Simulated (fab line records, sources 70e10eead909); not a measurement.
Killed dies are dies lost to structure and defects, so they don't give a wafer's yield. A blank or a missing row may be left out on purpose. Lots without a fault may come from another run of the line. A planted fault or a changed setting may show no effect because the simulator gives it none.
fab line records | flow nand_harc
record lots=7 wafers=21 last_day=33
route steps=1302 shown A_ZERO_WELL@403 A_SOURCE_PLATE@413 END@1302
lots that met no fault: from a run of the same line without faults
start_h: hours from the record's first day to the start of the lot's first wafer shown | wait_h: hours since the lot's step before | " the same as in the row above | L1.1+2: a row that stands for several wafers | - no value, or no start given | * or withheld: withheld | < > ~ a bound
route shown NAME@n: a module of which the file shows steps, and the number in the route of the first | usual: mean/standard deviation of fault-free wafers | same: alike in all rows | chamber/n: place in a boat | sites: the reading at each site | _std_site: their standard deviation | _edge_site: outer sites' mean less inner sites' | radius_mm: how far each site lies from the wafer's centre | mask NAME#n: copy n | behind: the tool/chamber that last shaped the wafer | hold: why the lot was held/for how many hours/how that ended | device: the transistor (n, p or np) that didn't switch | end of line: the same wafers' tests at the end of the route | a step without rows: its recipe alone | killed: dies lost to structure and defects at the first sort, not the wafer's yield | map: a wafer's dies, x killed, . not, _ none there
set.NAME: the setting as run; set.NAME@STEP: as run at that earlier step | model.NAME: the simulator's own value behind a step, which no gauge read
lots at some steps of the route; a table a step, a row a wafer
services: from which hour (start_h, from the record's first day; less than 0 if before it) a tool's chamber was out of use, for how many hours, and why
## steps
# step NHARC_A_ZERO_WELL_DESCUM_12
# recipe time_s=3 o2_flow_sccm=200 ar_flow_sccm=0 bias_power_w=0 chemistry=O2
# usual drypump_motor_current_A=5.6/0.4 oes_product_au=1.000/0.0088 rf_vpp_V=58.0/1 showerhead_plenum_p_Torr=1.94/0.1 throttle_valve_pct=11.311/0.0086
# same bias_power_w=0
# columns lot.wafer tool chamber start_h wait_h drypump_motor_current_A oes_product_au rf_hours_counter_h rf_vpp_V showerhead_plenum_p_Torr throttle_valve_pct
L605.4 rie_diel-03 2 152.57 - 5.2 1.000 1 58.8 2.05 11.307
L605.3 " 0 " " 5.2 0.986 1 58.2 2.02 11.311
L605.5 " 3 " " 5.6 0.989 - 58.1 1.82 11.328
L610.1 rie_diel-03 2 199.89 - 5.2 0.994 3 57.7 2.05 11.309
L610.4 " 3 " " 5.6 1.001 3 57.2 1.82 11.310
L610.3 " 0 " " 5.2 0.990 3 58.7 2.02 11.293
L614.2 rie_diel-11 2 246.04 - 5.2 0.997 22 59.4 1.99 11.318
L614.4 " 3 " " 5.4 1.012 22 59.2 2.00 11.298
L614.6 " 2 " " 5.1 1.004 - 58.5 1.99 11.307
L615.1 rie_diel-03 2 249.17 - 5.2 0.991 4 59.0 2.05 11.306
L615.3 " 1 " " 6.1 1.008 4 56.1 1.80 11.288
L615.6 " 2 " " 5.2 0.996 - 58.5 2.05 11.316
L616.3 rie_diel-03 2 255.58 - 5.2 0.997 4 58.2 2.05 11.312
L616.2 " 3 " " 5.6 1.009 4 58.3 1.81 11.321
L616.4 " 0 " " 5.2 1.003 4 58.3 2.02 11.305
L622.1 rie_diel-04 3 328.67 - 6.4 1.000 41 56.5 1.87 11.304
L622.2 " 0 " " 6.1 0.995 43 57.5 1.99 11.304
L622.3 " 1 " " 4.8 0.998 40 59.3 2.02 11.309
L627.3 rie_diel-03 1 369.42 - 6.1 0.983 2 57.8 1.80 11.318
L627.1 " 2 " " 5.2 0.988 2 58.4 2.05 11.302
L627.6 " 1 " " 6.1 0.987 - 58.1 1.80 11.309
# step NHARC_A_ZERO_WELL_ETCH_19
# recipe target_depth_a=800 overetch_a=240 time_s=87.88 ion_energy_ev=200 n2_flow_sccm=150 h2_flow_sccm=150 ar_flow_sccm=0 rf_w=400 bias_w=150 chemistry=N2/H2
# usual bias_w=150.0/0.46 drypump_motor_current_A=5.6/0.4 oes_product_au=0.999/0.009 rf_vpp_V=431/3.4 showerhead_plenum_p_Torr=2.06/0.11 throttle_valve_pct=14.171/0.0096
# columns lot.wafer tool chamber start_h wait_h bias_w drypump_motor_current_A oes_product_au rf_hours_counter_h rf_vpp_V showerhead_plenum_p_Torr throttle_valve_pct
L605.4 rie_diel-03 0 152.65 0.1 149.3 5.2 0.992 1 433 2.16 14.177
L605.3 " 2 " " 149.2 5.1 1.010 1 435 2.19 14.165
L605.5 " 0 " " 149.9 5.2 0.996 - 432 2.16 14.193
L610.1 rie_diel-03 0 200.05 0.1 150.1 5.2 0.983 3 434 2.16 14.159
L610.4 " 2 " " 150.3 5.2 0.988 3 435 2.19 14.172
L610.3 " 3 " " 150.4 5.6 1.008 3 428 1.93 14.172
L614.2 rie_diel-11 2 246.12 0.1 149.3 5.2 1.007 22 432 2.13 14.158
L614.4 " 3 " " 149.8 5.4 1.010 22 435 2.14 14.170
L614.6 " 1 " " 150.4 5.8 0.993 - 428 1.97 14.157
L615.3 rie_diel-03 2 249.26 0.1 150.3 5.2 0.988 4 435 2.19 14.184
L615.1 " 3 " " 150.1 5.6 1.006 4 427 1.93 14.175
L615.6 " 2 " " 150.2 5.2 0.982 - 434 2.19 14.168
L616.4 rie_diel-03 0 255.67 0.1 150.1 5.2 1.004 4 434 2.16 14.162
L616.3 " 1 " " 149.8 6.1 0.997 4 427 1.92 14.155
L616.2 " 3 " " 149.6 5.6 1.002 4 427 1.93 14.179
L622.3 rie_diel-04 2 328.77 0.1 149.1 6.0 1.013 33 425 1.88 14.172
L622.2 " 3 " " 150.5 6.4 0.998 41 429 1.99 14.170
L622.1 " 0 " " 149.5 6.1 0.994 43 434 2.12 14.169
L627.1 rie_diel-03 3 369.50 0.1 149.8 5.6 1.009 1 428 1.93 14.176
L627.3 " 1 " " 150.6 6.0 0.987 2 426 1.92 14.173
L627.6 " 3 " " 149.3 5.6 1.004 - 426 1.93 14.165
# step NHARC_A_ZERO_WELL_ETCH_13
# recipe target_depth_a=1200 time_s=40.1 hbr_flow_sccm=150 cl2_flow_sccm=50 rf_w=400 icp_w=400 bias_w=100 chemistry=HBr/Cl2
# usual bias_w=99.96/0.26 drypump_motor_current_A=5.7/0.31 oes_product_au=1.001/0.011 throttle_valve_pct=26.405/0.0087
# columns lot.wafer tool chamber start_h wait_h bias_w drypump_motor_current_A oes_product_au rf_hours_counter_h throttle_valve_pct
L605.4 rie_si-05 0 152.78 - 99.75 5.5 0.987 0.2 26.408
L605.3 " 2 " " 99.50 5.8 1.002 0.1 26.418
L605.5 " 3 " " 100.08 5.4 0.985 - 26.409
L610.4 rie_si-03 0 200.16 - 100.02 6.3 1.001 1.0 26.397
L610.3 " 1 " " 100.31 6.0 1.002 1.0 26.407
L610.1 " 3 " " 100.13 5.4 1.025 0.9 26.399
L614.4 rie_si-01 1 246.25 - 100.65 6.1 0.999 0.3 26.392
L614.2 " 2 " " 99.92 6.2 1.023 0.4 26.401
L614.6 " 1 " " 100.00 6.1 1.003 - 26.425
L615.1 rie_si-03 0 249.39 - 100.01 6.3 1.007 0.1 26.382
L615.3 " 1 " " 99.87 6.0 0.997 0.1 26.414
L615.6 " 3 " " 99.94 5.4 1.023 - 26.404
L616.4 rie_si-01 3 255.78 - 100.01 5.6 0.993 0.4 26.416
L616.3 " 0 " " 100.00 5.6 1.021 0.4 26.415
L616.2 " 2 " " 99.72 6.2 1.015 0.4 26.417
L622.2 rie_si-05 3 328.88 - 99.52 5.4 0.996 0.1 26.404
L622.1 " 1 " " 100.08 5.6 1.013 0.1 26.415
L622.3 " 2 " " 99.77 5.8 0.987 0.1 26.407
L627.1 rie_si-01 1 369.64 - 100.09 6.1 1.009 1.1 26.420
L627.3 " 2 " " 99.59 6.2 1.028 1.1 26.404
L627.6 " 1 " " 100.28 6.0 1.008 - 26.417
# step NHARC_A_ZERO_WELL_STRIP_14
# recipe time_s=900 temp_c=130 chemistry=SPM
# step NHARC_A_ZERO_WELL_IMPLANT_15
# recipe energy_kev=150 dose_cm2=1e+13 tilt_deg=7
# step NHARC_A_ZERO_WELL_PRECLEAN_22
# recipe time_s=60 temp_c=50 bath_age_min=0 chemistry=SC1
# step NHARC_A_ZERO_WELL_SRD_23
# step NHARC_A_ZERO_WELL_RTA_16
# recipe temp_c=1000 time_s=10
# usual anneal_temp_c_max=1003.8/0.8 lamp_power_pct=31/3.8 lamp_zone_6_pct=31/3.8 wafer_temp_C_max=1005.9/1.2
# columns lot.wafer tool chamber start_h wait_h anneal_temp_c_max lamp_power_pct lamp_zone_6_pct wafer_temp_C_max
L605.3 rtp_anneal-01 0 153.75 - 1005.7 27 27 1004.0
L605.4 " 0 " " 1004.7 27 27 1004.0
L605.5 " 0 " " 1003.0 27 27 1004.4
L610.1 rtp_anneal-01 0 201.11 0.1 1003.7 27 27 1004.2
L610.3 " 0 " " 1004.9 27 27 1005.6
L610.4 " 0 " " 1002.5 27 27 1003.7
L614.2 rtp_anneal-01 0 247.17 - 1005.0 27 27 1005.4
L614.4 " 0 " " 1004.2 27 27 1005.7
L614.6 " 0 " " 1004.3 27 27 1005.9
L615.1 rtp_anneal-02 0 250.27 - 1003.1 35 35 1006.9
L615.3 " 0 " " 1002.9 35 35 1005.4
L615.6 " 0 " " 1003.1 35 35 1006.7
L616.2 rtp_anneal-01 0 256.72 - 1005.4 27 27 1006.8
L616.3 " 0 " " 1004.6 27 27 1005.0
L616.4 " 0 " " 1005.3 27 27 1005.3
L622.1 rtp_anneal-02 0 329.79 - 1003.6 35 35 1006.9
L622.2 " 0 " " 1003.9 35 35 1006.5
L622.3 " 0 " " 1003.5 35 35 1007.1
L627.1 rtp_anneal-02 0 370.67 - 1003.7 35 35 1005.8
L627.3 " 0 " " 1003.9 35 35 1005.4
L627.6 " 0 " " 1002.2 35 35 1006.0
# step NHARC_A_ZERO_WELL_INSPECT_17
# usual raw_defect_count=12/6.5
# columns lot.wafer tool chamber start_h wait_h raw_defect_count
L605.3 defect_inspect-02 - 153.89 0.1 17
L605.4 " - " " 5
L605.5 " - " " 6
L610.1 defect_inspect-02 - 201.30 0.2 17
L610.3 " - " " 11
L610.4 " - " " 18
L614.2 defect_inspect-01 - 247.34 0.1 2
L614.4 " - " " 6
L614.6 " - " " 5
L615.1 defect_inspect-01 - 250.47 0.2 6
L615.3 " - " " 21
L615.6 " - " " 16
L616.2 defect_inspect-02 - 256.88 0.1 7
L616.3 " - " " 9
L616.4 " - " " 12
L622.1 defect_inspect-02 - 329.98 0.2 18
L622.2 " - " " 15
L622.3 " - " " 15
L627.1 defect_inspect-01 - 370.88 0.2 11
L627.3 " - " " 6
L627.6 " - " " 4
# step NHARC_A_SOURCE_PLATE_PRECLEAN_00
# recipe time_s=60 chemistry=HF-LAST
# step NHARC_A_SOURCE_PLATE_SRD_01
# step NHARC_A_SOURCE_PLATE_OXIDE_02
# recipe target_thk_a=100 temp_c=900 ox_time_s=1362 material=SiO2
# usual ox_temp_c=900.0/0.47 spike_tc_lower_C=899.7/1.2 spike_tc_top_C=909/4.4
# columns lot.wafer tool chamber start_h wait_h ox_temp_c spike_tc_lower_C spike_tc_top_C
L605.3 furnace-08 0 157.13 - 901.4 899.1 904
L605.4 " 0 " " 900.1 899.4 905
L605.5 " 0 " " 900.7 900.9 905
L610.1 furnace-05 0 204.47 - 899.2 899.7 915
L610.3 " 0 " " 899.4 901.1 913
L610.4 " 0 " " 899.6 900.0 913
L614.2 furnace-08 0 252.66 - 899.5 898.8 905
L614.4 " 0 " " 899.4 900.9 903
L614.6 " 0 " " 900.0 898.6 904
L615.1 furnace-08 0 252.66 2.1 900.4 898.1 906
L615.3 " 0 " " 899.8 899.8 905
L615.6 " 0 " " 900.6 900.5 904
L616.2 furnace-08 0 260.13 - 900.1 898.4 904
L616.3 " 0 " " 900.0 899.3 905
L616.4 " 0 " " 899.8 899.4 906
L622.1 furnace-05 0 332.81 - 899.5 899.6 914
L622.2 " 0 " " 899.9 899.8 913
L622.3 " 0 " " 900.4 899.9 913
L627.1 furnace-05 0 373.64 - 899.8 901.3 913
L627.3 " 0 " " 899.5 900.1 914
L627.6 " 0 " " 899.6 897.6 914
# step NHARC_A_SOURCE_PLATE_THK_MEAS_09
# recipe thk_meas_gauge=ellipsometry
# usual thk_nm=9.6/0.95
# columns lot.wafer tool chamber start_h wait_h thk_nm
L605.3 film_metro-02 - 161.18 0.4 8.9
L605.4 " - " " 9.0
L605.5 " - " " 9.1
L610.1 film_metro-02 - 208.53 0.4 8.8
L610.3 " - " " 11.1
L610.4 " - " " 10.3
L615.1 film_metro-02 - 256.77 0.4 10.5
L615.3 " - " " 9.0
L615.6 " - " " 10.2
L614.2 film_metro-01 - 256.77 0.4 9.3
L614.4 " - " " 9.5
L614.6 " - " " 9.7
L616.2 film_metro-01 - 264.20 0.4 8.3
L616.3 " - " " 9.6
L616.4 " - " " 9.3
L622.1 film_metro-01 - 336.92 0.4 9.6
L622.2 " - " " 9.9
L622.3 " - " " 10.2
L627.1 film_metro-01 - 377.64 0.4 10.5
L627.3 " - " " 11.5
L627.6 " - " " 9.0
# step NHARC_A_SOURCE_PLATE_PVD_04
# recipe target_thk_a=500 material=WSi2
# step NHARC_A_SOURCE_PLATE_CVD_03
# recipe target_thk_a=2000 temp_c=620 pressure_mtorr=200 time_s=4000 material=poly-Si
# step NHARC_A_SOURCE_PLATE_ANNEAL_05
# recipe temp_c=850 time_s=1800
# step NHARC_A_SOURCE_PLATE_THK_MEAS_06
# recipe thk_meas_gauge=ellipsometry
# usual thk_nm=200.9/2.2
# columns lot.wafer tool chamber start_h wait_h thk_nm
L605.3 film_metro-02 - 174.19 0.4 198.2
L605.4 " - " " 201.3
L605.5 " - " " 200.1
L610.1 film_metro-01 - 222.42 0.4 203.7
L610.3 " - " " 205.1
L610.4 " - " " 202.1
L615.1 film_metro-02 - 269.77 0.4 199.9
L615.3 " - " " 201.1
L615.6 " - " " 199.0
L614.2 film_metro-01 - 269.77 0.4 199.6
L614.4 " - " " 198.2
L614.6 " - " " 197.5
L616.2 film_metro-01 - 277.70 0.4 204.4
L616.3 " - " " 206.9
L616.4 " - " " 202.1
L622.1 film_metro-02 - 349.90 0.4 198.7
L622.2 " - " " 199.2
L622.3 " - " " 200.2
L627.1 film_metro-01 - 390.53 0.4 199.4
L627.3 " - " " 201.1
L627.6 " - " " 199.9
# step NHARC_A_SOURCE_PLATE_INSPECT_08
# usual raw_defect_count=57/20
# columns lot.wafer tool chamber start_h wait_h hold raw_defect_count
L605.3 defect_inspect-01 - 174.29 0.0 - 52
L605.4 " - " " - 34
L605.5 " - " " - 53
L610.1 defect_inspect-02 - 222.52 0.0 - 47
L610.3 " - " " - 41
L610.4 " - " " - 79
L615.1 defect_inspect-02 - 269.86 0.0 await_dispo/0.2h/release 1198
L615.3 " - " " await_dispo/0.2h/release 1156
L615.6 " - " " await_dispo/0.2h/release 1122
L615.1 defect_inspect-02 - 270.03 0.2 - 1214
L615.3 " - " " - 1167
L615.6 " - " " - 1135
L614.2 defect_inspect-01 - 269.86 0.0 await_dispo/0.2h/release 1139
L614.4 " - " " await_dispo/0.2h/release 1158
L614.6 " - " " await_dispo/0.2h/release 1136
L614.2 defect_inspect-01 - 270.03 0.2 - 1160
L614.4 " - " " - 1181
L614.6 " - " " - 1146
L616.2 defect_inspect-01 - 277.80 0.0 await_dispo/0.2h/release 1196
L616.3 " - " " await_dispo/0.2h/release 1124
L616.4 " - " " await_dispo/0.2h/release 1200
L616.2 defect_inspect-01 - 277.98 0.2 - 1193
L616.3 " - " " - 1137
L616.4 " - " " - 1192
L622.1 defect_inspect-02 - 350.00 0.0 - 49
L622.2 " - " " - 38
L622.3 " - " " - 58
L627.1 defect_inspect-01 - 390.64 0.0 - 35
L627.3 " - " " - 72
L627.6 " - " " - 69
# step NHARC_END_SORT_01
# recipe temp_c=25
# usual defect_limited_yield=91/3 killed_at_array=55/20 killed_at_other=1.2/1.3 killed_at_periphery=4.0/3 killed_dies=60/21 killed_open=3.2/1.9 killed_short=2.5/1.6
# same gross_dies=677
# columns lot.wafer tool chamber start_h wait_h defect_limited_yield[%] killed_at_array killed_at_other killed_at_periphery killed_dies killed_open killed_short
L605.3 prober-01 0 585.19 3.1 89 64 2 7 73 2 2
L605.4 prober-01 0 585.98 3.4 89 65 0 9 74 4 2
L605.5 prober-01 0 586.78 3.7 89 65 3 7 75 7 2
L627.1 prober-01 0 788.33 2.5 96 22 2 3 27 4 6
L627.3 prober-01 0 789.91 3.1 96 21 2 1 24 3 4
L627.6 prober-01 0 792.28 4.0 97 17 0 1 18 3 2
# killed by level:class
L605.3 A_CHANNEL_HOLE_D2:chamber_film_flake=36 A_SLIT:chamber_film_flake=20 P_M2:chamber_film_flake=5 A_CONTACT:chamber_film_flake=3 THIN_TSV:chamber_film_flake=2 A_CHANNEL_FILL_D1:geometric_particle:short=1 A_ONON_D2:geometric_particle:short=1 A_CHANNEL_HOLE_D2:geometric_particle:open=1
L605.4 A_CHANNEL_HOLE_D2:chamber_film_flake=34 A_SLIT:chamber_film_flake=21 P_GATE:chamber_film_flake=5 P_M2:chamber_film_flake=3 A_ONON_D1:geometric_particle:open=1 A_CHANNEL_FILL_D1:geometric_particle:short=1 A_ONON_D2:geometric_particle:open=1 A_CHANNEL_FILL_D2:geometric_particle:open=1
L605.5 A_CHANNEL_HOLE_D2:chamber_film_flake=30 A_SLIT:chamber_film_flake=21 A_CHANNEL_HOLE_D1:chamber_film_flake=4 P_GATE:chamber_film_flake=3 P_ZERO_WELL:chamber_film_flake=2 THIN_TSV:chamber_film_flake=2 P_CONTACT:geometric_particle:open=1 A_ONON_D1:geometric_particle:open=1
L627.1 A_SLIT:chamber_film_flake=8 A_M1:chamber_film_flake=5 A_ONON_D1:geometric_particle:short=2 P_M0:geometric_particle:short=1 P_M0:geometric_particle:open=1 A_SOURCE_PLATE:geometric_particle:open=1 A_CHANNEL_FILL_D1:geometric_particle:open=1 A_DECK1_JOINT:geometric_particle:short=1
L627.3 A_SLIT:chamber_film_flake=8 A_M1:chamber_film_flake=5 A_CHANNEL_FILL_D2:geometric_particle:short=2 A_WL_FILL:geometric_particle:short=2 THIN_TSV:chamber_film_flake=2 P_M0:geometric_particle:open=1 A_WL_FILL:geometric_particle:open=1 A_M0:geometric_particle:open=1
L627.6 A_M1:chamber_film_flake=6 A_SLIT:chamber_film_flake=4 P_CONTACT:geometric_particle:open=1 A_ONON_D2:geometric_particle:short=1 A_ONON_D2:geometric_particle:open=1 A_CHANNEL_FILL_D2:geometric_particle:short=1 A_CHANNEL_FILL_D2:geometric_particle:open=1 A_CHANNEL_HOLE_D2:chamber_film_flake=1
## services
# columns tool chamber start_h hours kind
rie_si-01 1 131.03 3.1 repair
rie_diel-04 2 178.02 6.9 repair
rie_diel-04 - 179.42 9.0 pm
rie_diel-11 0 191.82 5.7 repair
rie_si-01 - 193.00 9.0 pm
rie_si-03 - 193.51 0.6 repair
rie_diel-03 - 198.16 1.0 repair
rie_diel-11 3 206.70 10.3 repair
rie_diel-11 - 213.39 0.3 repair
rie_diel-03 2 215.88 1.2 repair
rie_si-03 - 221.00 9.0 pm
rie_diel-11 1 225.57 8.5 repair
rie_diel-04 2 238.57 6.5 repair
rie_si-01 - 244.00 1.4 repair
rie_diel-11 - 255.67 9.0 pm
rie_si-05 3 262.32 4.9 repair
rie_diel-04 2 267.54 3.4 repair
rie_diel-11 0 280.53 5.0 repair
rie_diel-03 - 281.30 9.0 pm
rie_diel-03 2 307.57 6.0 repair
rie_si-01 1 328.64 1.9 repair
rie_si-01 3 366.10 5.0 repair
rie_si-01 - 370.00 9.0 pm
rtp_anneal-01 - 372.00 12.0 pm
## key
first_sign step=NHARC_A_SOURCE_PLATE_INSPECT_08 reading=visit direction=added
effect step=NHARC_A_SOURCE_PLATE_INSPECT_08 reading=raw_defect_count direction=up sigmas=55 usual=57 struck=1159
met_at NHARC_A_SOURCE_PLATE_OXIDE_02
struck_wafers L614.2,L614.4,L614.6,L615.1,L615.3,L615.6,L616.2,L616.3,L616.4
scrapped_behind NHARC_A_SOURCE_PLATE_INSPECT_08 L614.2,L614.4,L614.6,L615.1,L615.3,L615.6,L616.2,L616.3,L616.4
fault kind=chamber_particle_source tool=furnace-08 chamber=- onset_h=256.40 steps=NHARC_A_SOURCE_PLATE_OXIDE_02 rate_per_visit_cm2=1.7219 end_h=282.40
